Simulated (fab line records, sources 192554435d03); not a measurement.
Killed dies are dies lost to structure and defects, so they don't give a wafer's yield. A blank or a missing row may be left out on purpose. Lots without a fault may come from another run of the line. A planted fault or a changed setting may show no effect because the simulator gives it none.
Which tool did it? | flow n5_finfet | 9 lots, 26 wafers sampled, at 4 steps of a route of 1938

WHAT THE GAUGES READ, wafer by wafer
N5_BEOL_M7_THK_MEAS_53: measures by xrf.
lot  | measured     | on            | M7_THK (nm)
L618 | day 11 14:29 | film_metro-01 | 82.9 77.2 80.8
L617 | day 11 21:47 | film_metro-02 | 76.9 78.1 80.5
L622 | day 12 16:37 | film_metro-02 | 74.1 74.8 76.9
L623 | day 12 16:14 | film_metro-02 | 83.7 73.2
L621 | day 13 04:43 | film_metro-02 | 76.5 77.8 81.2
L624 | day 13 11:47 | film_metro-02 | 77.8 76.0 201.6
L626 | day 14 21:23 | film_metro-02 | 75.6 185.1 76.7
L634 | day 16 05:34 | film_metro-01 | 80.0 80.6 79.8
L637 | day 17 00:33 | film_metro-01 | 80.6 75.0 80.8

WHICH TOOL RAN EACH LOT (tool, then ch and the chambers of the sampled wafers, then the start)
lot  | N5_BEOL_M7_CURE_75            | N5_BEOL_M7_SPUTTER_48        | N5_BEOL_M7_CMP_52
L618 | uv_cure-03 ch 1, day 11 11:27 | pvd_sputter-02, day 11 13:41 | cmp-04 ch 1,2,3, day 11 14:11
L617 | uv_cure-02 ch 2, day 11 18:23 | pvd_sputter-02, day 11 20:59 | cmp-04 ch 0,1,2, day 11 21:34
L622 | uv_cure-03 ch 0, day 12 13:13 | pvd_sputter-01, day 12 15:48 | cmp-02 ch 0,2,3, day 12 16:19
L623 | uv_cure-03 ch 0, day 12 12:55 | pvd_sputter-01, day 12 15:20 | cmp-02 ch 1,3, day 12 16:04
L621 | uv_cure-03 ch 2, day 13 01:30 | pvd_sputter-01, day 13 03:53 | cmp-03 ch 1,2,3, day 13 04:26
L624 | uv_cure-02 ch 1, day 13 08:09 | pvd_sputter-02, day 13 10:56 | cmp-02 ch 0,1,2, day 13 11:32
L626 | uv_cure-02 ch 0, day 14 18:55 | pvd_sputter-01, day 14 20:21 | cmp-02 ch 1,2, day 14 21:06
L634 | uv_cure-03 ch 1, day 16 02:43 | pvd_sputter-03, day 16 03:57 | cmp-04 ch 0,1, day 16 05:18
L637 | uv_cure-02 ch 2, day 16 17:56 | pvd_sputter-03, day 16 23:45 | cmp-03 ch 1,2, day 17 00:16
- N5_BEOL_M7_CURE_75: cures SiCOH lowk, time 120 s.
- N5_BEOL_M7_SPUTTER_48: material Cu, target thk 10 nm, time 1.667 s.
- N5_BEOL_M7_CMP_52: polishes, stops on SiCOH lowk, t overpolish 6.9 s, target thk 80 nm.

THE ANSWER, worked out from the rows above alone
Rule: what is usual is taken from the lots themselves. Put in order of their means at a reading, lots are off if they are a third of the lots or fewer, leave a main group of 4 or more, and stand apart from it by a gap of 3 or more times the standard deviation of the main group's means; of several such gaps the widest counts. A main group whose means are all the same, to the digits that the tables above print for the reading, isn't used. A lot without any number at a reading at which 4 lots or more have one is off too. The other lots that the step has rows for count as sound.
Off: L624, L626, at N5_BEOL_M7_THK_MEAS_53 (M7_THK). The main group: mean 78.6 nm, standard deviation 1.5.
A tool fits if, at a process step before that reading, it ran every lot that is off, and no sound lot after the first of them. The gauges at N5_BEOL_M7_THK_MEAS_53 are tried like those tools. Can't be told from this: 2 tools fit, cmp-02 at N5_BEOL_M7_CMP_52, film_metro-02 at N5_BEOL_M7_THK_MEAS_53.

WHAT THE SIMULATOR HAD PUT IN
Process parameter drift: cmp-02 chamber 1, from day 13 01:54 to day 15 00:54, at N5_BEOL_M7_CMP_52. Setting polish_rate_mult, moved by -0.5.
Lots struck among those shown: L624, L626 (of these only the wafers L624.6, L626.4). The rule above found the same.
